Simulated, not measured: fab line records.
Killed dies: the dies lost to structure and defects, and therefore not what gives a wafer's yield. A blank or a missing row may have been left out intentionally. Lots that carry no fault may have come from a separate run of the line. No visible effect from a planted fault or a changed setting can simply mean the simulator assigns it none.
Which tool was responsible? :: flow nand-harc :: 6 lots with 18 wafers sampled at 3 steps, on a route of 1302 steps

WHAT EACH GAUGE READ, for each wafer
NHARC_P_GATE_CD_MEAS_46: target cd 720 nm.
lot: L955
measured: day 5 21:25
on: cd-sem-01
cd-nm (nm): 722.4 722.8 721.6

lot: L959
measured: day 7 17:37
on: cd-sem-03
cd-nm (nm): 721.6 721.7 721.0

lot: L961
measured: day 8 17:49
on: cd-sem-02
cd-nm (nm): 720.9 719.5 721.1

lot: L965
measured: day 10 04:13
on: cd-sem-03
cd-nm (nm): 718.1 719.3 719.7

lot: L974
measured: day 13 19:57
on: cd-sem-01
cd-nm (nm): 721.5 721.1 722.0

lot: L977
measured: day 14 23:33
on: cd-sem-02
cd-nm (nm): 721.5 721.2 720.3

WHICH TOOL RAN EACH LOT (tool, then ch and the chambers of the sampled wafers, then the start)
lot: L955
NHARC_P_GATE_HM_DEP_102: acl-dep-02 ch 0, day 5 08:10
NHARC_P_GATE_EXPOSE_43: krf-scanner-03 ch 0, day 5 21:16

lot: L959
NHARC_P_GATE_HM_DEP_102: acl-dep-03 ch 0, day 7 04:22
NHARC_P_GATE_EXPOSE_43: krf-scanner-04 ch 0, day 7 17:28

lot: L961
NHARC_P_GATE_HM_DEP_102: acl-dep-01 ch 0, day 8 04:35
NHARC_P_GATE_EXPOSE_43: krf-scanner-03 ch 0, day 8 17:40

lot: L965
NHARC_P_GATE_HM_DEP_102: acl-dep-03 ch 0, day 9 14:58
NHARC_P_GATE_EXPOSE_43: krf-scanner-03 ch 0, day 10 04:03

lot: L974
NHARC_P_GATE_HM_DEP_102: acl-dep-03 ch 0, day 13 06:32
NHARC_P_GATE_EXPOSE_43: krf-scanner-02 ch 0, day 13 19:47

lot: L977
NHARC_P_GATE_HM_DEP_102: acl-dep-03 ch 0, day 14 10:20
NHARC_P_GATE_EXPOSE_43: krf-scanner-02 ch 0, day 14 23:23
- NHARC_P_GATE_HM_DEP_102: deposits aC, target thk 120 nm.
- NHARC_P_GATE_EXPOSE_43: exposes mask P NSD, target cd 720 nm.

THE ANSWER, worked out from the rows above alone
Rule: what is usual is taken from the lots themselves. Put in order of their means at a reading, lots are off if they are a third of the lots or fewer, leave a main group of 4 or more, and stand apart from it by a gap of 3 or more times the standard deviation of the main group's means; of several such gaps the widest counts. A main group whose means are all the same, to the digits that the tables above print for the reading, isn't used. Also off: a lot with no number at a reading for which 4 or more lots have one. Where the step has rows for the other lots, those lots are counted as sound.
Across all readings shown, no lot is off: no conclusion can be drawn from this.

WHAT THE SIMULATOR HAD PUT IN
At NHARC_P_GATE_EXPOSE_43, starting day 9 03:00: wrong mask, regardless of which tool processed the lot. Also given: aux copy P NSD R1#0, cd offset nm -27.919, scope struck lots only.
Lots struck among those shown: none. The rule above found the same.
